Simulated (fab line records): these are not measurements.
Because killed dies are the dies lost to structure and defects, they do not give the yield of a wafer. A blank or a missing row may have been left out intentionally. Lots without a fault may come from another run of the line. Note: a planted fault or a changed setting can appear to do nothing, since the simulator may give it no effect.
Which of the tools did it?	flow nand_harc	72 wafers from 24 lots sampled at 6 of the route's 1302 steps

## WHAT THE GAUGES SHOWED, per wafer
The record holds no reading of a measuring or inspecting step that can be judged against a usual standard deviation.

## WHICH TOOL RAN EACH LOT (tool, then ch and the chambers of the sampled wafers, then the start)
lot	NHARC_A_CHANNEL_FILL_D2_CMP_10	NHARC_A_STAIRCASE_TRIM_12	NHARC_A_STAIRCASE_ETCH_21	NHARC_A_STAIRCASE_ETCH_201	NHARC_A_STAIRCASE_ETCH_221	NHARC_A_STAIRCASE_TRIM_231
L074	cmp-02 ch 0,1,3, day 15 07:19	rie_diel-04 ch 0,1,3, day 15 10:44	rie_diel-05 ch 1,2,3, no start	rie_diel-05 ch 0,1, no start	rie_diel-05 ch 1,2, no start	rie_diel-10 ch 0,1,3, no start
L075	cmp-01 ch 1,2, day 15 19:33	rie_diel-10 ch 2,3, day 16 02:13	rie_diel-10 ch 0,3, no start	rie_diel-05 ch 0,2,3, no start	rie_diel-04 ch 1,2,3, no start	rie_diel-04 ch 1,3, no start
L076	cmp-04 ch 1,2, day 16 09:55	rie_diel-04 ch 0,1,2, day 16 13:29	rie_diel-04 ch 1,3, no start	rie_diel-10 ch 0,1,2, no start	rie_diel-10 ch 0,3, no start	rie_diel-05 ch 1,3, no start
L078	cmp-04 ch 0,1,3, day 16 15:49	rie_diel-04 ch 1,2,3, day 16 19:19	rie_diel-05 ch 0,1,3, no start	rie_diel-05 ch 0,2,3, no start	rie_diel-04 ch 0,2,3, no start	rie_diel-04 ch 0,2,3, no start
L077	cmp-02 ch 0,1,3, day 17 05:35	rie_diel-10 ch 1,2,3, day 17 09:05	rie_diel-04 ch 0,2,3, no start	rie_diel-04 ch 1,2,3, no start	rie_diel-05 ch 1,2,3, no start	rie_diel-05 ch 0,2, no start
L080	cmp-01 ch 0,3, day 17 15:13	rie_diel-04 ch 0,3, day 17 18:49	rie_diel-04 ch 2,3, no start	rie_diel-10 ch 2,3, no start	rie_diel-04 ch 0,3, no start	rie_diel-04 ch 0,2,3, no start
L079	cmp-02 ch 0,2,3, day 17 15:13	rie_diel-05 ch 1,2,3, day 17 18:58	rie_diel-04 ch 1,2,3, no start	rie_diel-04 ch 0,1,3, no start	rie_diel-04 ch 0,1,3, no start	rie_diel-10 ch 0,2,3, no start
L081	cmp-01 ch 2,3, day 18 01:55	rie_diel-10 ch 1,3, day 18 05:58	rie_diel-10 ch 0,1,2, no start	rie_diel-04 ch 0,1,2, no start	rie_diel-05 ch 1,2, no start	rie_diel-04 ch 2,3, no start
L082	cmp-04 ch 2,3, day 18 15:59	rie_diel-05 ch 0,2, day 18 19:45	rie_diel-04 ch 1,2,3, no start	rie_diel-10 ch 1,2, no start	rie_diel-04 ch 1,2, no start	rie_diel-05 ch 1,2,3, no start
L084	cmp-04 ch 0,1,2, day 19 14:53	rie_diel-04 ch 0,2,3, day 19 18:39	rie_diel-04 ch 2,3, no start	rie_diel-10 ch 0,1,3, no start	rie_diel-04 ch 1,2, no start	rie_diel-04 ch 0,1,2, no start
L083	cmp-02 ch 2,3, day 19 14:55	rie_diel-05 ch 1,2, day 19 18:22	rie_diel-05 ch 0,1,3, no start	rie_diel-04 ch 0,1, no start	rie_diel-10 ch 0,1,2, no start	rie_diel-10 ch 0,1,3, no start
L086	cmp-04 ch 1,2,3, day 19 21:29	rie_diel-04 ch 0,1,3, day 20 01:26	rie_diel-05 ch 0,1,3, no start	rie_diel-10 ch 0,1,2, no start	rie_diel-04 ch 1,2,3, no start	rie_diel-10 ch 0,2,3, no start
L085	cmp-01 ch 0,2,3, day 19 21:31	rie_diel-10 ch 0,2, day 20 01:20	rie_diel-10 ch 0,1, no start	rie_diel-05 ch 1,2, no start	rie_diel-05 ch 1,2,3, no start	rie_diel-05 ch 0,1,2, no start
L089	cmp-02 ch 2,3, day 21 09:03	rie_diel-04 ch 1,2,3, day 21 12:50	rie_diel-10 ch 0,1,3, no start	rie_diel-05 ch 0,3, no start	rie_diel-04 ch 0,1,2, no start	rie_diel-04 ch 0,1,2, no start
L088	cmp-01 ch 0,2,3, day 21 09:06	rie_diel-04 ch 0,3, day 21 12:30	rie_diel-10 ch 0,1,2, no start	rie_diel-10 ch 0,1, no start	rie_diel-10 ch 0,3, no start	rie_diel-10 ch 0,1,3, no start
L087	cmp-02 ch 0,2, day 21 11:57	rie_diel-10 ch 0,1, day 21 15:21	rie_diel-10 ch 1,3, no start	rie_diel-04 ch 1,3, no start	rie_diel-05 ch 0,1,3, no start	rie_diel-05 ch 0,3, no start
L090	cmp-02 ch 1,3, day 22 05:35	rie_diel-10 ch 1,3, day 22 10:04	rie_diel-04 ch 0,2,3, no start	rie_diel-04 ch 0,2,3, no start	rie_diel-04 ch 2,3, no start	rie_diel-04 ch 1,2,3, no start
L091	cmp-01 ch 0,1,3, day 22 05:38	rie_diel-10 ch 0,3, day 22 09:10	rie_diel-05 ch 0,3, no start	rie_diel-10 ch 0,1, no start	rie_diel-05 ch 0,1,2, no start	rie_diel-05 ch 0,2,3, no start
L092	cmp-01 ch 0,1,2, day 23 09:16	rie_diel-10 ch 1,2,3, day 23 15:43	rie_diel-10 ch 0,1,3, no start	rie_diel-04 ch 0,1,3, no start	rie_diel-05 ch 0,1,3, no start	rie_diel-10 ch 0,2,3, no start
L093	cmp-04 ch 2,3, day 23 09:17	rie_diel-05 ch 1,2,3, day 23 15:22	rie_diel-04 ch 0,1,2, no start	rie_diel-05 ch 2,3, no start	rie_diel-04 ch 1,2,3, no start	rie_diel-04 ch 0,1,2, no start
L094	cmp-02 ch 1,2,3, day 23 22:54	rie_diel-10 ch 0,3, day 24 02:37	rie_diel-04 ch 1,2, no start	rie_diel-05 ch 1,2,3, no start	rie_diel-10 ch 0,3, no start	rie_diel-05 ch 1,2, no start
L095	cmp-01 ch 0,1,2, day 23 22:55	rie_diel-04 ch 0,1,3, day 24 02:21	rie_diel-05 ch 1,2,3, no start	rie_diel-04 ch 1,2,3, no start	rie_diel-10 ch 0,1,2, no start	rie_diel-10 ch 0,2,3, no start
L096	cmp-04 ch 1,2, day 24 16:32	rie_diel-10 ch 0,1,2, day 24 20:07	rie_diel-04 ch 0,1,2, no start	rie_diel-10 ch 0,1, no start	rie_diel-05 ch 2,3, no start	rie_diel-10 ch 0,1, no start
L097	cmp-04 ch 0,2, day 25 03:08	rie_diel-04 ch 0,1,3, day 25 07:35	rie_diel-04 ch 1,2,3, no start	rie_diel-04 ch 1,2, no start	rie_diel-04 ch 0,3, no start	rie_diel-04 ch 0,3, no start
- NHARC_A_CHANNEL_FILL_D2_CMP_10: polishes, target thk 150 nm.
- NHARC_A_STAIRCASE_TRIM_12: chemistry O2, time 211.2 s.
- NHARC_A_STAIRCASE_ETCH_21: etches the open film in C4F8/O2, target depth 100 nm, time 40.5 s.
- NHARC_A_STAIRCASE_ETCH_201: etches the open film in C4F8/O2, target depth 100 nm, time 40.5 s.
- NHARC_A_STAIRCASE_ETCH_221: etches the open film in C4F8/O2, target depth 100 nm, time 40.5 s.
- NHARC_A_STAIRCASE_TRIM_231: chemistry O2, time 211.2 s.

## AS READ BY THE TOOLS THEMSELVES (means over the sampled wafers that have a number; for cases with no such wafer, the mark the record gives instead)
NHARC_A_CHANNEL_FILL_D2_CMP_10.
lot	tool	motor_current_A (A)	time_to_endpoint_s (s)
L074	cmp-02	12.1	17
L075	cmp-01	10.5	14
L076	cmp-04	12.6	11
L078	cmp-04	11.6	17
L077	cmp-02	12.3	15
L080	cmp-01	12.2	14
L079	cmp-02	12.5	13
L081	cmp-01	11.0	14
L082	cmp-04	10.9	16
L084	cmp-04	11.7	13
L083	cmp-02	11.4	18
L086	cmp-04	11.6	15
L085	cmp-01	11.7	16
L089	cmp-02	11.5	16
L088	cmp-01	11.2	15
L087	cmp-02	12.7	12
L090	cmp-02	11.5	16
L091	cmp-01	11.1	15
L092	cmp-01	11.0	14
L093	cmp-04	11.6	16
L094	cmp-02	11.9	17
L095	cmp-01	11.3	15
L096	cmp-04	12.3	15
L097	cmp-04	11.8	10

NHARC_A_STAIRCASE_TRIM_12.
lot	tool	drypump_motor_current_A (A)	oes_product_au (a.u.)	rf_vpp_V (V)	showerhead_plenum_p_Torr (Torr)	throttle_valve_pct (%)
L074	rie_diel-04	6.2	0.997	58.0	3.53	17.047
L075	rie_diel-10	5.7	0.995	57.7	3.38	17.037
L076	rie_diel-04	5.9	1.000	57.7	3.42	17.036
L078	rie_diel-04	6.3	1.005	57.5	3.52	17.037
L077	rie_diel-10	5.6	0.989	57.0	3.49	17.035
L080	rie_diel-04	5.7	1.006	58.3	3.42	17.031
L079	rie_diel-05	5.4	0.992	57.5	3.56	17.031
L081	rie_diel-10	5.5	0.997	58.1	3.60	17.031
L082	rie_diel-05	5.6	1.013	57.4	3.50	17.037
L084	rie_diel-04	5.9	1.011	57.4	3.41	17.031
L083	rie_diel-05	5.4	1.020	58.4	3.44	17.035
L086	rie_diel-04	6.2	1.008	57.2	3.51	17.032
L085	rie_diel-10	6.0	0.994	56.6	3.30	17.036
L089	rie_diel-04	6.3	1.008	58.1	3.50	17.039
L088	rie_diel-04	5.8	0.992	57.2	3.40	17.047
L087	rie_diel-10	5.5	0.996	57.9	3.52	17.030
L090	rie_diel-10	5.5	0.995	58.2	3.59	17.040
L091	rie_diel-10	6.2	0.994	56.5	3.35	17.035
L092	rie_diel-10	5.6	0.993	57.2	3.46	17.040
L093	rie_diel-05	5.5	0.998	58.1	3.53	17.032
L094	rie_diel-10	6.1	0.989	57.1	3.35	17.034
L095	rie_diel-04	6.2	1.009	57.9	3.49	17.039
L096	rie_diel-10	5.7	0.998	57.2	3.39	17.035
L097	rie_diel-04	6.2	1.001	58.0	3.49	17.024

NHARC_A_STAIRCASE_ETCH_21.
lot	tool	bias_w (W)	oes_product_au (a.u.)	rf_vpp_V (V)
L074	rie_diel-05	1003	0.966	897
L075	rie_diel-10	1001	0.934	892
L076	rie_diel-04	996	0.955	900
L078	rie_diel-05	1000	0.977	899
L077	rie_diel-04	1002	0.972	892
L080	rie_diel-04	997	0.945	892
L079	rie_diel-04	1002	0.963	895
L081	rie_diel-10	1001	0.944	892
L082	rie_diel-04	1002	0.988	894
L084	rie_diel-04	1002	0.968	892
L083	rie_diel-05	1003	0.940	898
L086	rie_diel-05	1000	0.967	897
L085	rie_diel-10	999	0.927	891
L089	rie_diel-10	999	0.944	894
L088	rie_diel-10	1001	0.949	892
L087	rie_diel-10	999	0.943	898
L090	rie_diel-04	1001	0.961	891
L091	rie_diel-05	1000	0.928	903
L092	rie_diel-10	999	0.927	894
L093	rie_diel-04	1003	0.951	891
L094	rie_diel-04	1000	0.971	892
L095	rie_diel-05	1002	0.961	895
L096	rie_diel-04	1000	0.948	891
L097	rie_diel-04	1000	0.936	894

NHARC_A_STAIRCASE_ETCH_201.
lot	tool	bias_w (W)	oes_product_au (a.u.)	rf_vpp_V (V)
L074	rie_diel-05	999	0.933	897
L075	rie_diel-05	999	0.949	899
L076	rie_diel-10	1001	0.938	893
L078	rie_diel-05	1000	0.945	899
L077	rie_diel-04	1000	0.955	896
L080	rie_diel-10	996	0.939	892
L079	rie_diel-04	1000	0.952	896
L081	rie_diel-04	998	0.951	891
L082	rie_diel-10	1001	0.954	896
L084	rie_diel-10	1001	0.934	894
L083	rie_diel-04	1001	0.934	891
L086	rie_diel-10	1005	0.940	892
L085	rie_diel-05	999	0.952	893
L089	rie_diel-05	999	0.947	902
L088	rie_diel-10	1000	0.946	892
L087	rie_diel-04	999	0.956	899
L090	rie_diel-04	1001	0.958	891
L091	rie_diel-10	997	0.938	896
L092	rie_diel-04	997	0.943	894
L093	rie_diel-05	1000	0.938	896
L094	rie_diel-05	1001	0.946	896
L095	rie_diel-04	997	0.961	896
L096	rie_diel-10	999	0.930	891
L097	rie_diel-04	997	0.956	891

NHARC_A_STAIRCASE_ETCH_221.
lot	tool	bias_w (W)	oes_product_au (a.u.)	rf_vpp_V (V)
L074	rie_diel-05	999.4	0.936	892
L075	rie_diel-04	1000.6	0.953	896
L076	rie_diel-10	1002.7	0.938	891
L078	rie_diel-04	1001.7	0.952	892
L077	rie_diel-05	1000.9	0.947	897
L080	rie_diel-04	1001.6	0.954	895
L079	rie_diel-04	998.2	0.930	896
L081	rie_diel-05	998.2	0.938	894
L082	rie_diel-04	1002.6	0.958	891
L084	rie_diel-04	1001.4	0.944	891
L083	rie_diel-10	1000.8	0.938	892
L086	rie_diel-04	1002.9	0.932	896
L085	rie_diel-05	998.7	0.954	897
L089	rie_diel-04	1000.5	0.937	892
L088	rie_diel-10	1000.9	0.944	893
L087	rie_diel-05	998.8	0.928	897
L090	rie_diel-04	999.0	0.982	891
L091	rie_diel-05	999.9	0.928	895
L092	rie_diel-05	999.0	0.951	898
L093	rie_diel-04	1001.3	0.958	894
L094	rie_diel-10	998.0	0.920	892
L095	rie_diel-10	1000.1	0.944	889
L096	rie_diel-05	998.1	0.931	895
L097	rie_diel-04	1001.0	0.919	893

NHARC_A_STAIRCASE_TRIM_231.
lot	tool	drypump_motor_current_A (A)	oes_product_au (a.u.)	rf_vpp_V (V)	showerhead_plenum_p_Torr (Torr)	throttle_valve_pct (%)
L074	rie_diel-10	5.8	0.993	57.8	3.50	17.034
L075	rie_diel-04	6.6	1.012	58.0	3.62	17.047
L076	rie_diel-05	5.3	0.988	58.4	3.55	17.036
L078	rie_diel-04	5.9	1.006	57.5	3.42	17.032
L077	rie_diel-05	5.7	0.997	57.9	3.55	17.037
L080	rie_diel-04	5.9	1.009	56.7	3.42	17.035
L079	rie_diel-10	6.0	0.993	57.5	3.37	17.050
L081	rie_diel-04	6.1	1.011	57.8	3.42	17.042
L082	rie_diel-05	5.4	0.998	58.1	3.55	17.038
L084	rie_diel-04	5.9	1.014	56.8	3.41	17.032
L083	rie_diel-10	5.9	0.994	58.1	3.48	17.030
L086	rie_diel-10	6.0	0.996	58.2	3.36	17.038
L085	rie_diel-05	5.5	1.008	56.7	3.48	17.038
L089	rie_diel-04	5.9	1.011	56.7	3.40	17.033
L088	rie_diel-10	5.8	1.004	57.6	3.47	17.040
L087	rie_diel-05	5.7	0.984	57.8	3.70	17.037
L090	rie_diel-04	6.3	1.018	56.7	3.50	17.033
L091	rie_diel-05	5.7	0.998	58.2	3.59	17.043
L092	rie_diel-10	5.9	0.999	57.7	3.34	17.035
L093	rie_diel-04	5.9	1.001	58.6	3.40	17.041
L094	rie_diel-05	5.3	1.009	57.6	3.42	17.041
L095	rie_diel-10	5.9	0.977	56.0	3.34	17.040
L096	rie_diel-10	5.8	0.982	57.8	3.38	17.031
L097	rie_diel-04	5.7	1.000	58.2	3.39	17.042

## THE ANSWER, worked out from the rows above alone
Rule: the lots themselves supply what counts as usual. Put in order of their means at a reading, lots are off if they are a third of the lots or fewer, leave a main group of 4 or more, and stand apart from it by a gap of 3 or more times the standard deviation of the main group's means; of several such gaps the widest counts. Not used: any main group whose means are identical at the precision the tables above print for the reading. Also off: a lot with no number at a reading for which 4 or more lots have one. All remaining lots with rows at the step are treated as sound. After the gauges, taken in route order, come the tools' own readings; for these a lot's mean is taken, as printed above. The first step at which some lot is off is used, and at that step the reading that is off furthest; a lot without a number counts as furthest.
Across all readings shown, no lot is off: no conclusion can be drawn from this.

## WHAT THE SIMULATOR HAD PUT IN
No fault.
